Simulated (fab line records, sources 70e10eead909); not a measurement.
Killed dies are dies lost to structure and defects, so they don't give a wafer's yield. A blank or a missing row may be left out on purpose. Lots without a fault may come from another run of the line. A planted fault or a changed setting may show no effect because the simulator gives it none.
fab line records | flow nand_harc
record lots=6 wafers=18 last_day=32
route steps=1302 shown A_STAIRCASE@886 A_SGD_CUT@890 END@1302
lots that met no fault: from a run of the same line without faults
start_h: hours from the record's first day to the start of the lot's first wafer shown | wait_h: hours since the lot's step before | " the same as in the row above | L1.1+2: a row that stands for several wafers | - no value, or no start given | * or withheld: withheld | < > ~ a bound
route shown NAME@n: a module of which the file shows steps, and the number in the route of the first | usual: mean/standard deviation of fault-free wafers | same: alike in all rows | chamber/n: place in a boat | sites: the reading at each site | _std_site: their standard deviation | _edge_site: outer sites' mean less inner sites' | radius_mm: how far each site lies from the wafer's centre | mask NAME#n: copy n | behind: the tool/chamber that last shaped the wafer | hold: why the lot was held/for how many hours/how that ended | device: the transistor (n, p or np) that didn't switch | end of line: the same wafers' tests at the end of the route | a step without rows: its recipe alone | killed: dies lost to structure and defects at the first sort, not the wafer's yield | map: a wafer's dies, x killed, . not, _ none there
set.NAME: the setting as run; set.NAME@STEP: as run at that earlier step | model.NAME: the simulator's own value behind a step, which no gauge read
lots at some steps of the route; a table a step, a row a wafer
services: from which hour (start_h, from the record's first day; less than 0 if before it) a tool's chamber was out of use, for how many hours, and why
## steps
# step NHARC_A_STAIRCASE_CMP_472
# recipe material=SiO2
# usual motor_current_A=12.3/1.4
# columns lot.wafer tool chamber start_h wait_h motor_current_A
L234.4 cmp-03 0 536.37 0.2 11.4
L234.2 " 1 " " 13.1
L234.5 " 1 " " 13.5
L237.1 cmp-01 2 560.15 0.3 10.2
L237.5 " 3 " " 11.0
L237.6 " 0 " " 12.3
L241.4 cmp-02 1 603.90 0.2 13.9
L241.2 " 3 " " 12.1
L241.6 " 0 " " 11.5
L240.3 cmp-03 3 604.49 0.2 15.1
L240.2 " 0 " " 10.9
L240.6 " 0 " " 11.3
L246.4 cmp-01 0 640.12 0.1 11.7
L246.2 " 3 " " 12.0
L246.5 " 0 " " 12.2
L244.1 cmp-02 1 640.99 0.2 13.9
L244.6 " 3 " " 12.1
L244.5 " 0 " " 12.1
# step NHARC_A_STAIRCASE_SRD_474
# step NHARC_A_STAIRCASE_INSPECT_155
# usual raw_defect_count=454/130
# columns lot.wafer tool chamber start_h wait_h raw_defect_count
L234.2 defect_inspect-01 - 536.72 0.1 456
L234.4 " - " " 404
L234.5 " - " " 408
L237.1 defect_inspect-02 - 560.41 0.1 408
L237.5 " - " " 499
L237.6 " - " " 487
L241.2 defect_inspect-02 - 604.22 0.1 595
L241.4 " - " " 397
L241.6 " - " " 344
L240.2 defect_inspect-01 - 604.83 0.1 371
L240.3 " - " " 300
L240.6 " - " " 467
L246.2 defect_inspect-01 - 640.46 0.1 526
L246.4 " - " " 624
L246.5 " - " " 274
L244.1 defect_inspect-02 - 641.29 0.1 427
L244.5 " - " " 484
L244.6 " - " " 497
# step NHARC_A_SGD_CUT_DEP_00
# recipe target_thk_a=500 temp_c=400 target_thk_nm=50 flow_sccm=200 rf_w=450 material=SiNx
# usual heater_power_w=684/81 rf_fwd_power_W=448.4/1.5
# columns lot.wafer tool chamber start_h wait_h heater_power_w rf_fwd_power_W
L234.2 pecvd-02 0 536.78 0.1 536 449.5
L234.5 " 0 " " 541 451.8
L234.4 " 1 " " 785 446.2
L237.1 pecvd-04 2 560.65 0.2 673 446.2
L237.6 " 0 " " 790 450.1
L237.5 " 1 " " 721 448.2
L241.2 pecvd-02 1 604.32 0.1 871 446.7
L241.6 " 1 " " 862 447.7
L241.4 " 2 " " 546 450.0
L240.2 pecvd-02 1 604.93 0.1 819 446.9
L240.3 " 2 " " 610 447.2
L240.6 " 1 " " 840 449.4
L246.2 pecvd-02 2 640.53 0.1 607 448.9
L246.5 " 2 " " 614 448.6
L246.4 " 1 " " 810 444.6
L244.1 pecvd-02 1 641.41 0.1 694 449.5
L244.6 " 0 " " 643 448.3
L244.5 " 1 " " 705 447.9
# step NHARC_A_SGD_CUT_DEHYDRATE_01
# recipe temp_c=150 time_s=120
# step NHARC_A_SGD_CUT_HMDS_02
# recipe time_s=30
# step NHARC_A_SGD_CUT_COAT_56
# recipe temp_c=260 time_s=75
# step NHARC_A_SGD_CUT_COAT_57
# recipe temp_c=225 time_s=65
# step NHARC_A_SGD_CUT_COAT_03
# recipe spin_rpm=1500 resist_thk_nm=90
# step NHARC_A_SGD_CUT_SOFTBAKE_04
# recipe temp_c=105 time_s=55
# step NHARC_A_SGD_CUT_EBR_05
# step NHARC_A_SGD_CUT_EXPOSE_06
# recipe na=1.35 dose_mj=85.59 mask_id=SGD
# usual exposure_dose_mJ_cm2=85.55/0.12 reticle_temp_C=23.00/0.089
# columns lot.wafer tool chamber start_h wait_h mask exposure_dose_mJ_cm2 reticle_temp_C
L234.2 arfi_scanner-03 0 537.37 - SGD#0 85.67 23.11
L234.4 " 0 " " SGD#0 85.47 23.04
L234.5 " 0 " " SGD#0 85.56 23.00
L237.1 arfi_scanner-02 0 561.24 - SGD#0 85.34 22.99
L237.5 " 0 " " SGD#0 85.25 23.03
L237.6 " 0 " " SGD#0 85.39 23.10
L241.2 arfi_scanner-02 0 604.88 - SGD#0 45.88 23.05
L241.4 " 0 " " SGD#0 45.90 23.19
L241.6 " 0 " " SGD#0 45.84 23.01
L240.2 arfi_scanner-01 0 605.49 - SGD#0 85.60 22.95
L240.3 " 0 " " SGD#0 85.66 22.95
L240.6 " 0 " " SGD#0 85.74 22.95
L246.2 arfi_scanner-03 0 640.99 - SGD#0 85.62 23.06
L246.4 " 0 " " SGD#0 85.70 22.99
L246.5 " 0 " " SGD#0 85.63 23.03
L244.1 arfi_scanner-02 0 641.94 - SGD#0 53.74 22.89
L244.5 " 0 " " SGD#0 53.59 22.98
L244.6 " 0 " " SGD#0 53.65 23.04
# step NHARC_A_SGD_CUT_PEB_07
# recipe peb_temp_c=100 peb_time_s=65
# step NHARC_A_SGD_CUT_DEVELOP_08
# recipe develop_time_s=35 dev_temp_c=23
# step NHARC_A_SGD_CUT_CD_MEAS_09
# recipe target_cd_nm=100 landing_energy_ev=500
# usual cd_nm=100.0/0.58
# columns lot.wafer tool chamber start_h wait_h cd_nm
L234.2 cd_sem-01 0 537.51 - 100.5
L234.4 " 0 " " 100.1
L234.5 " 0 " " 99.9
L237.1 cd_sem-02 0 561.38 - 100.3
L237.5 " 0 " " 99.6
L237.6 " 0 " " 100.8
L241.2 cd_sem-03 0 605.01 - 69.0
L241.4 " 0 " " 69.6
L241.6 " 0 " " 69.2
L240.2 cd_sem-02 0 605.62 - 100.0
L240.3 " 0 " " 100.3
L240.6 " 0 " " 100.3
L246.2 cd_sem-01 0 641.12 - 100.0
L246.4 " 0 " " 101.2
L246.5 " 0 " " 100.9
L244.1 cd_sem-03 0 642.08 - 74.5
L244.5 " 0 " " 74.7
L244.6 " 0 " " 75.1
# step NHARC_A_SGD_CUT_OVL_MEAS_10
# usual overlay_x_nm=0.0/0.71 overlay_y_nm=-0.3/0.73
# columns lot.wafer tool chamber start_h wait_h overlay_x_nm overlay_y_nm
L234.2 overlay-02 - 537.59 - 0.3 -2.1
L234.4 " - " " 0.5 -2.3
L234.5 " - " " 0.0 -1.9
L237.1 overlay-01 - 561.46 - -0.2 -0.4
L237.5 " - " " -0.5 -0.3
L237.6 " - " " -0.3 -0.2
L241.2 overlay-01 - 605.10 - 1.0 0.2
L241.4 " - " " 0.0 0.5
L241.6 " - " " 0.7 0.5
L240.2 overlay-01 - 605.71 - -0.7 -1.2
L240.3 " - " " -0.3 -1.5
L240.6 " - " " -0.6 -1.7
L246.2 overlay-02 - 641.21 - 0.6 -0.1
L246.4 " - " " 0.3 0.2
L246.5 " - " " 0.7 -0.1
L244.1 overlay-02 - 642.17 - -0.3 -1.7
L244.5 " - " " -0.5 -1.9
L244.6 " - " " -0.1 -1.7
# step NHARC_END_SORT_01
# recipe temp_c=25
# usual killed_at_array=53/18 killed_at_other=1.0/1.2 killed_at_periphery=3.6/2.4 killed_dies=58/18 killed_open=3.4/1.8 killed_short=2.3/1.5
# same gross_dies=677
# columns lot.wafer tool chamber start_h wait_h killed_at_array killed_at_other killed_at_periphery killed_dies killed_open killed_short
L234.4 prober-01 0 656.35 3.4 72 4 3 79 3 2
L234.5 prober-01 0 657.16 3.7 92 5 4 101 4 4
# killed by level:class
L234.4 A_CHANNEL_HOLE_D1:chamber_film_flake=28 A_SLIT:chamber_film_flake=19 A_STAIRCASE:chamber_film_flake=6 A_ZERO_WELL:chamber_film_flake=4 A_CHANNEL_FILL_D1:chamber_film_flake=4 A_CHANNEL_HOLE_D2:chamber_film_flake=4 THIN_TSV:chamber_film_flake=4 A_DECK1_JOINT:chamber_film_flake=2
L234.5 A_CHANNEL_HOLE_D1:chamber_film_flake=34 A_SLIT:chamber_film_flake=26 A_CHANNEL_HOLE_D2:chamber_film_flake=9 A_STAIRCASE:chamber_film_flake=5 THIN_TSV:chamber_film_flake=5 A_ZERO_WELL:chamber_film_flake=4 A_CONTACT:chamber_film_flake=3 A_CHANNEL_FILL_D1:geometric_particle:short=3
## services
# columns tool chamber start_h hours kind
arfi_scanner-03 - 520.04 7.7 repair
cmp-02 - 527.51 4.0 pm
cmp-02 - 531.51 - consumable_replace:conditioner
cmp-01 - 536.68 0.6 repair
arfi_scanner-03 - 540.00 4.0 pm
cmp-03 - 554.61 4.0 pm
cmp-02 - 559.50 0.4 repair
cmp-01 - 577.50 4.0 pm
pecvd-02 - 589.50 13.0 pm
pecvd-02 0 589.50 13.0 vent_cycle
pecvd-02 1 589.50 13.0 vent_cycle
pecvd-02 2 589.50 13.0 vent_cycle
arfi_scanner-02 - 589.51 1.2 repair
arfi_scanner-02 0 590.98 - calibration
pecvd-04 0 592.27 8.6 repair
arfi_scanner-01 - 596.00 4.0 pm
pecvd-02 0 602.50 - clean
pecvd-02 1 602.50 - clean
pecvd-02 2 602.50 - clean
pecvd-02 2 609.37 2.5 repair
pecvd-02 1 612.37 20.8 repair
arfi_scanner-03 - 623.56 1.8 repair
cmp-02 - 625.51 4.0 pm
pecvd-04 - 631.00 13.0 pm
## key
first_sign step=NHARC_A_SGD_CUT_EXPOSE_06 reading=exposure_dose_mJ_cm2 direction=down sigmas=99+ usual=85.55 struck=49.77
effect step=NHARC_A_SGD_CUT_CD_MEAS_09 reading=cd_nm direction=down sigmas=48 usual=100.0 struck=72.0 through=control_loop
met_at NHARC_A_SGD_CUT_EXPOSE_06
struck_wafers L241.2,L241.4,L241.6,L244.1,L244.5,L244.6
tester_left_out L241,L244
loop_trim step=NHARC_A_SGD_CUT_EXPOSE_06 setting=dose lots=L244
onset_between 561.24 604.88
fault kind=process_parameter_drift tool=arfi_scanner-02 chamber=- onset_h=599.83 steps=NHARC_A_SGD_CUT_EXPOSE_06 channel=dose_mj offset=-39.553 shape=step acts_in=these_recipes_only stated=85.59
# tester_left_out: of these lots the tester's yield and bins aren't shown, on N5 and GAA mostly nor the transistor test; their killed dies are dies lost to structure and defects alone, not to doping, threshold or leakage, so they don't give the yield
# loop_trim: a control loop set the setting to another value than it would have without faults
